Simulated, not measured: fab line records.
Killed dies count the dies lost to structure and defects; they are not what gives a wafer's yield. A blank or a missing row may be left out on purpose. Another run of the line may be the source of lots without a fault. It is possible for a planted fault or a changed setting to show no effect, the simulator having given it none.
What tool caused it?    flow nand_harc    Sampling: 21 lots, 63 wafers, 6 of 1302 route steps

WHAT THE GAUGES READ, wafer by wafer
The record holds no reading of a measuring or inspecting step that can be judged against a usual standard deviation.

EACH LOT AND THE TOOL THAT RAN IT (in order: tool; ch and the chambers of the sampled wafers; start)
lot   NHARC_A_STAIRCASE_ETCH_271          NHARC_A_STAIRCASE_HM_OPEN_460                  NHARC_A_STAIRCASE_HM_OPEN_463                  NHARC_A_STAIRCASE_STRIP_316                    NHARC_A_STAIRCASE_STRIP_476         NHARC_A_STAIRCASE_CMP_152
L074  rie_diel-11 ch 0,1,2, day 16 10:24  rie_diel-13 ch 0,2,3, day 17 11:29 or earlier  rie_diel-11 ch 0,2,3, day 17 11:29 or earlier  rie_diel-11 ch 0,3, day 17 11:29 or earlier    rie_diel-10 ch 0,3, day 17 11:29    cmp-03 ch 2,3, day 19 12:22
L075  rie_diel-11 ch 1,2,3, day 17 01:56  rie_diel-11 ch 0,1,2, day 17 23:01 or earlier  rie_diel-10 ch 0,1,2, day 17 23:01 or earlier  rie_diel-10 ch 0,1, day 17 23:01 or earlier    rie_diel-10 ch 0,1,3, day 17 23:01  cmp-02 ch 0,2,3, day 19 23:26
L076  rie_diel-10 ch 0,2,3, day 17 06:06  rie_diel-10 ch 0,2,3, day 18 00:22 or earlier  rie_diel-10 ch 0,1,3, day 18 00:22 or earlier  rie_diel-10 ch 0,1,3, day 18 00:22 or earlier  rie_diel-10 ch 0,1,2, day 18 00:22  cmp-03 ch 1,2,3, day 19 23:09
L077  rie_diel-13 ch 1,2,3, day 17 08:03  rie_diel-11 ch 0,2, day 17 23:20 or earlier    rie_diel-13 ch 0,2,3, day 17 23:20 or earlier  rie_diel-13 ch 0,1, day 17 23:20 or earlier    rie_diel-13 ch 1,2,3, day 17 23:20  cmp-01 ch 1,2, day 19 22:58
L078  rie_diel-11 ch 1,2,3, day 18 09:23  rie_diel-11 ch 0,2, day 19 02:50 or earlier    rie_diel-10 ch 0,1,3, day 19 02:50 or earlier  rie_diel-10 ch 2,3, day 19 02:50 or earlier    rie_diel-11 ch 1,2,3, day 19 02:50  cmp-02 ch 0,1,3, day 20 19:09
L079  rie_diel-13 ch 0,1, day 18 11:17    rie_diel-13 ch 1,3, day 19 14:26 or earlier    rie_diel-10 ch 2,3, day 19 14:26 or earlier    rie_diel-10 ch 1,3, day 19 14:26 or earlier    rie_diel-11 ch 0,1,3, day 19 14:26  cmp-02 ch 2,3, day 21 07:01
L080  rie_diel-10 ch 1,2,3, day 19 08:50  rie_diel-10 ch 2,3, day 19 15:37               rie_diel-11 ch 1,2,3, day 20 02:06 or earlier  rie_diel-11 ch 1,2,3, day 20 02:06 or earlier  rie_diel-11 ch 0,1, day 20 02:06    cmp-01 ch 0,2, day 22 03:06
L081  rie_diel-13 ch 1,2,3, day 19 20:57  rie_diel-10 ch 0,1,2, day 20 14:19 or earlier  rie_diel-11 ch 0,2,3, day 20 14:19 or earlier  rie_diel-11 ch 1,2,3, day 20 14:19 or earlier  rie_diel-10 ch 1,2,3, day 20 14:19  cmp-03 ch 0,1,2, day 22 15:43
L083  rie_diel-11 ch 0,3, day 20 05:59    rie_diel-11 ch 0,2,3, day 21 05:22 or earlier  rie_diel-10 ch 0,2,3, day 21 05:22 or earlier  rie_diel-10 ch 1,2, day 21 05:22 or earlier    rie_diel-10 ch 0,1, day 21 05:22    cmp-03 ch 0,1,2, day 23 06:08
L082  rie_diel-13 ch 0,1,3, day 20 07:10  rie_diel-11 ch 0,1, day 21 06:20 or earlier    rie_diel-13 ch 1,2, day 21 06:20 or earlier    rie_diel-13 ch 0,3, day 21 06:20 or earlier    rie_diel-10 ch 0,1,2, day 21 06:20  cmp-02 ch 1,3, day 23 05:43
L084  rie_diel-10 ch 0,1, day 20 17:46    rie_diel-10 ch 0,1,2, day 21 12:11 or earlier  rie_diel-13 ch 0,1, day 21 12:11 or earlier    rie_diel-13 ch 1,2, day 21 12:11 or earlier    rie_diel-10 ch 2,3, day 21 12:11    cmp-01 ch 0,2,3, day 23 05:21
L085  rie_diel-11 ch 1,2, day 21 07:21    rie_diel-11 ch 1,3, day 21 23:38 or earlier    rie_diel-11 ch 0,2, day 21 23:38 or earlier    rie_diel-11 ch 0,1,2, day 21 23:38 or earlier  rie_diel-10 ch 1,2, day 21 23:38    cmp-02 ch 0,2,3, day 23 16:37
L088  rie_diel-10 ch 0,1,3, day 22 07:31  rie_diel-10 ch 0,1, day 23 03:28 or earlier    rie_diel-11 ch 0,2,3, day 23 03:28 or earlier  rie_diel-11 ch 0,2, day 23 03:28 or earlier    rie_diel-10 ch 1,2,3, day 23 03:28  cmp-02 ch 0,1,3, day 24 19:58
L089  rie_diel-13 ch 0,1,3, day 22 07:41  rie_diel-11 ch 0,2,3, day 23 03:46 or earlier  rie_diel-10 ch 1,2, day 23 03:46 or earlier    rie_diel-10 ch 0,2,3, day 23 03:46 or earlier  rie_diel-10 ch 0,1,2, day 23 03:46  cmp-03 ch 0,1, day 24 19:45
L087  rie_diel-13 ch 1,3, day 22 11:50    rie_diel-10 ch 1,2, day 23 08:19 or earlier    rie_diel-10 ch 0,3, day 23 08:19 or earlier    rie_diel-10 ch 0,1,2, day 23 08:19 or earlier  rie_diel-10 ch 0,2,3, day 23 08:19  cmp-03 ch 0,1,2, day 25 03:32
L091  rie_diel-11 ch 2,3, day 23 12:48    rie_diel-13 ch 1,2, day 24 08:30 or earlier    rie_diel-10 ch 0,3, day 24 08:30 or earlier    rie_diel-10 ch 1,2, day 24 08:30 or earlier    rie_diel-13 ch 0,1,2, day 24 08:30  cmp-01 ch 0,2,3, day 26 09:55
L090  rie_diel-13 ch 0,1,3, day 23 15:28  rie_diel-11 ch 1,2,3, day 24 12:13 or earlier  rie_diel-10 ch 1,2, day 24 12:13 or earlier    rie_diel-10 ch 1,2,3, day 24 12:13 or earlier  rie_diel-11 ch 1,2,3, day 24 12:13  cmp-03 ch 0,3, day 26 09:17
L092  rie_diel-13 ch 0,2,3, day 24 02:05  rie_diel-11 ch 0,3, day 24 21:44 or earlier    rie_diel-13 ch 0,3, day 24 21:44 or earlier    rie_diel-13 ch 0,1, day 24 21:44 or earlier    rie_diel-13 ch 2,3, day 24 21:44    cmp-01 ch 0,2,3, day 27 04:50
L094  rie_diel-13 ch 0,1,2, day 25 06:59  rie_diel-11 ch 0,1,2, day 26 01:04 or earlier  rie_diel-13 ch 0,1,3, day 26 01:04 or earlier  rie_diel-13 ch 0,1,2, day 26 01:04 or earlier  rie_diel-11 ch 0,2,3, day 26 01:04  cmp-02 ch 0,2,3, day 27 21:03
L095  rie_diel-10 ch 0,2, day 25 09:05    rie_diel-10 ch 0,2, day 26 03:19 or earlier    rie_diel-11 ch 0,2,3, day 26 03:19 or earlier  rie_diel-11 ch 1,3, day 26 03:19 or earlier    rie_diel-13 ch 0,2,3, day 26 03:19  cmp-03 ch 0,2,3, day 27 20:42
L097  rie_diel-11 ch 0,2,3, day 26 02:59  rie_diel-13 ch 0,2,3, day 27 02:37 or earlier  rie_diel-13 ch 2,3, day 27 02:37 or earlier    rie_diel-13 ch 1,2, day 27 02:37 or earlier    rie_diel-13 ch 1,2, day 27 02:37    cmp-02 ch 1,3, day 29 00:16
- NHARC_A_STAIRCASE_ETCH_271: etches the open film in CF4/CHF3.
- NHARC_A_STAIRCASE_HM_OPEN_460: chemistry O2/COS.
- NHARC_A_STAIRCASE_HM_OPEN_463: chemistry O2/COS.
- NHARC_A_STAIRCASE_STRIP_316: strips in O2.
- NHARC_A_STAIRCASE_STRIP_476: strips in O2, time 20 s.
- NHARC_A_STAIRCASE_CMP_152: polishes.

WHAT THE TOOLS THEMSELVES READ (means of the sampled wafers that have a number; where no wafer has one, the mark that the record gives instead)
NHARC_A_STAIRCASE_ETCH_271.
lot   tool         drypump_motor_current_A (A)  oes_product_au (a.u.)  rf_vpp_V (V)  showerhead_plenum_p_Torr (Torr)  throttle_valve_pct (%)
L074  rie_diel-11  5.86                         0.917                  369.2         1.53                             16.808
L075  rie_diel-11  5.79                         0.971                  369.6         1.56                             16.805
L076  rie_diel-10  5.62                         0.929                  368.4         1.51                             16.800
L077  rie_diel-13  5.74                         0.970                  367.4         1.49                             16.804
L078  rie_diel-11  5.77                         0.920                  369.8         1.56                             16.799
L079  rie_diel-13  5.66                         0.975                  367.3         1.50                             16.813
L080  rie_diel-10  5.61                         0.945                  371.4         1.60                             16.799
L081  rie_diel-13  5.75                         0.916                  367.3         1.48                             16.795
L083  rie_diel-11  6.08                         0.964                  372.7         1.65                             16.805
L082  rie_diel-13  5.58                         0.938                  368.9         1.51                             16.803
L084  rie_diel-10  5.55                         0.947                  370.5         1.57                             16.803
L085  rie_diel-11  5.78                         0.965                  370.1         1.54                             16.806
L088  rie_diel-10  5.71                         0.980                  369.8         1.54                             16.804
L089  rie_diel-13  5.62                         0.958                  367.9         1.51                             16.807
L087  rie_diel-13  5.50                         0.974                  369.1         1.50                             16.801
L091  rie_diel-11  5.94                         0.965                  369.1         1.53                             16.800
L090  rie_diel-13  5.61                         0.951                  368.4         1.51                             16.798
L092  rie_diel-13  5.77                         0.928                  371.3         1.58                             16.804
L094  rie_diel-13  5.84                         0.971                  370.9         1.57                             16.798
L095  rie_diel-10  5.38                         0.974                  372.8         1.64                             16.804
L097  rie_diel-11  6.01                         0.948                  371.6         1.58                             16.805

NHARC_A_STAIRCASE_HM_OPEN_460.
lot   tool         drypump_motor_current_A (A)  oes_product_au (a.u.)  rf_vpp_V (V)  showerhead_plenum_p_Torr (Torr)  throttle_valve_pct (%)
L074  rie_diel-13  5.79                         1.001                  465           3.00                             28.333
L075  rie_diel-11  5.88                         0.991                  465           3.04                             28.322
L076  rie_diel-10  5.64                         1.010                  464           2.99                             28.332
L077  rie_diel-11  6.03                         0.994                  465           2.99                             28.332
L078  rie_diel-11  6.06                         0.988                  465           2.99                             28.329
L079  rie_diel-13  5.51                         0.984                  464           2.99                             28.335
L080  rie_diel-10  5.79                         1.007                  467           3.12                             28.331
L081  rie_diel-10  5.48                         0.998                  469           3.19                             28.328
L083  rie_diel-11  6.02                         1.001                  468           3.15                             28.329
L082  rie_diel-11  5.98                         0.985                  470           3.30                             28.340
L084  rie_diel-10  5.48                         1.003                  468           3.19                             28.336
L085  rie_diel-11  5.75                         0.992                  466           3.09                             28.335
L088  rie_diel-10  5.59                         1.015                  466           3.09                             28.328
L089  rie_diel-11  6.05                         0.989                  468           3.14                             28.326
L087  rie_diel-10  5.45                         1.005                  469           3.19                             28.337
L091  rie_diel-13  5.84                         0.991                  466           3.08                             28.319
L090  rie_diel-11  5.77                         0.991                  466           3.07                             28.336
L092  rie_diel-11  6.14                         0.991                  470           3.25                             28.323
L094  rie_diel-11  5.87                         0.994                  468           3.17                             28.328
L095  rie_diel-10  5.49                         1.003                  468           3.16                             28.327
L097  rie_diel-13  5.80                         0.997                  468           3.13                             28.323

NHARC_A_STAIRCASE_HM_OPEN_463.
lot   tool         drypump_motor_current_A (A)  oes_product_au (a.u.)  rf_vpp_V (V)  showerhead_plenum_p_Torr (Torr)  throttle_valve_pct (%)
L074  rie_diel-11  6.04                         0.989                  465           3.00                             28.333
L075  rie_diel-10  5.46                         0.995                  466           3.03                             28.330
L076  rie_diel-10  5.71                         0.999                  467           3.07                             28.330
L077  rie_diel-13  5.78                         1.002                  464           3.00                             28.328
L078  rie_diel-10  5.74                         1.003                  465           3.07                             28.337
L079  rie_diel-10  5.81                         1.016                  468           3.12                             28.330
L080  rie_diel-11  5.76                         1.006                  466           3.08                             28.322
L081  rie_diel-11  6.03                         1.004                  468           3.15                             28.333
L083  rie_diel-10  5.65                         1.010                  469           3.14                             28.328
L082  rie_diel-13  6.00                         0.996                  462           2.90                             28.337
L084  rie_diel-13  5.66                         0.997                  464           2.98                             28.331
L085  rie_diel-11  6.13                         0.996                  469           3.25                             28.335
L088  rie_diel-11  6.01                         0.997                  468           3.14                             28.337
L089  rie_diel-10  5.49                         1.002                  469           3.19                             28.327
L087  rie_diel-10  5.75                         1.010                  466           3.05                             28.335
L091  rie_diel-10  5.73                         1.009                  466           3.04                             28.319
L090  rie_diel-10  5.47                         1.004                  469           3.19                             28.333
L092  rie_diel-13  5.55                         0.994                  465           3.01                             28.335
L094  rie_diel-13  5.62                         1.003                  464           2.98                             28.330
L095  rie_diel-11  6.00                         0.999                  467           3.13                             28.330
L097  rie_diel-13  5.94                         1.003                  469           3.23                             28.331

NHARC_A_STAIRCASE_STRIP_316.
lot   tool         drypump_motor_current_A (A)  oes_product_au (a.u.)  rf_vpp_V (V)  showerhead_plenum_p_Torr (Torr)  throttle_valve_pct (%)
L074  rie_diel-11  6.15                         0.994                  57.7          3.35                             17.027
L075  rie_diel-10  5.59                         0.998                  57.0          3.51                             17.040
L076  rie_diel-10  5.73                         0.992                  57.7          3.48                             17.033
L077  rie_diel-13  5.70                         1.002                  57.3          3.44                             17.038
L078  rie_diel-10  5.79                         1.004                  57.9          3.53                             17.028
L079  rie_diel-10  5.87                         1.009                  57.6          3.44                             17.037
L080  rie_diel-11  5.75                         0.983                  57.9          3.48                             17.040
L081  rie_diel-11  5.79                         0.992                  57.5          3.48                             17.034
L083  rie_diel-10  5.40                         1.000                  57.7          3.71                             17.034
L082  rie_diel-13  5.62                         0.991                  57.1          3.44                             17.039
L084  rie_diel-13  5.84                         0.994                  56.9          3.30                             17.040
L085  rie_diel-11  5.87                         0.990                  58.1          3.59                             17.036
L088  rie_diel-11  6.14                         0.999                  58.3          3.66                             17.038
L089  rie_diel-10  5.66                         1.007                  58.4          3.55                             17.037
L087  rie_diel-10  5.46                         1.009                  58.6          3.59                             17.029
L091  rie_diel-10  5.47                         1.001                  57.9          3.60                             17.038
L090  rie_diel-10  5.63                         1.008                  58.3          3.55                             17.040
L092  rie_diel-13  5.70                         1.002                  57.5          3.40                             17.048
L094  rie_diel-13  5.87                         1.005                  57.3          3.51                             17.038
L095  rie_diel-11  5.79                         0.991                  58.3          3.48                             17.044
L097  rie_diel-13  6.03                         0.994                  58.4          3.63                             17.040

NHARC_A_STAIRCASE_STRIP_476.
lot   tool         drypump_motor_current_A (A)  oes_product_au (a.u.)  rf_vpp_V (V)  showerhead_plenum_p_Torr (Torr)  throttle_valve_pct (%)
L074  rie_diel-10  5.89                         1.012                  58.1          3.43                             17.030
L075  rie_diel-10  5.73                         1.005                  57.8          3.48                             17.043
L076  rie_diel-10  5.48                         1.001                  56.9          3.43                             17.033
L077  rie_diel-13  5.76                         0.991                  57.6          3.34                             17.026
L078  rie_diel-11  5.79                         0.995                  58.1          3.49                             17.041
L079  rie_diel-11  5.87                         0.995                  58.1          3.62                             17.034
L080  rie_diel-11  5.73                         0.995                  57.9          3.65                             17.033
L081  rie_diel-10  5.66                         1.002                  57.6          3.57                             17.025
L083  rie_diel-10  5.58                         1.011                  58.2          3.51                             17.040
L082  rie_diel-10  5.53                         1.006                  57.6          3.60                             17.043
L084  rie_diel-10  5.57                         1.009                  57.5          3.66                             17.035
L085  rie_diel-10  5.45                         1.004                  58.5          3.61                             17.040
L088  rie_diel-10  5.66                         1.003                  57.7          3.56                             17.036
L089  rie_diel-10  5.48                         0.998                  58.0          3.59                             17.037
L087  rie_diel-10  5.65                         1.011                  57.7          3.55                             17.042
L091  rie_diel-13  5.86                         1.002                  57.2          3.52                             17.036
L090  rie_diel-11  5.76                         0.998                  56.7          3.47                             17.033
L092  rie_diel-13  5.94                         1.003                  58.0          3.66                             17.030
L094  rie_diel-11  6.02                         0.985                  57.4          3.54                             17.030
L095  rie_diel-13  5.79                         0.997                  58.0          3.54                             17.044
L097  rie_diel-13  5.83                         0.982                  57.8          3.46                             17.031

NHARC_A_STAIRCASE_CMP_152.
lot   tool    motor_current_A (A)  slurry_flow_ml_min
L074  cmp-03  11.9                 150.2
L075  cmp-02  11.7                 149.6
L076  cmp-03  10.9                 149.6
L077  cmp-01  12.4                 149.8
L078  cmp-02  12.4                 150.1
L079  cmp-02  11.8                 150.3
L080  cmp-01  10.9                 149.6
L081  cmp-03  11.0                 149.6
L083  cmp-03  11.1                 150.4
L082  cmp-02  12.1                 149.5
L084  cmp-01  10.8                 150.1
L085  cmp-02  11.9                 150.3
L088  cmp-02  12.5                 150.3
L089  cmp-03  10.1                 150.1
L087  cmp-03  10.7                 149.8
L091  cmp-01  10.8                 149.6
L090  cmp-03  11.5                 149.7
L092  cmp-01  10.5                 150.0
L094  cmp-02  11.6                 150.1
L095  cmp-03  11.6                 150.0
L097  cmp-02  13.4                 149.7

THE ANSWER, worked out from the rows above alone
Rule: what is usual is taken from the lots themselves. The widest of any qualifying gaps counts: lots, ordered by their means at a reading, are off when they make up no more than a third of the lots, leave a main group of 4 or more, and stand apart from it by 3 or more times the standard deviation of that group's means. Not used: any main group whose means are identical at the precision the tables above print for the reading. Also off: a lot with no number at a reading for which 4 or more lots have one. The other lots that the step has rows for count as sound. The gauges are gone through in route order, then the tools' own readings, and for those a lot's mean is taken as printed above. The first step at which some lot is off is used, and at that step the reading that is off furthest; a lot without a number counts as furthest.
No lot is off on any of the readings shown, so nothing can be concluded from this.

WHAT HAD BEEN PUT IN BY THE SIMULATOR
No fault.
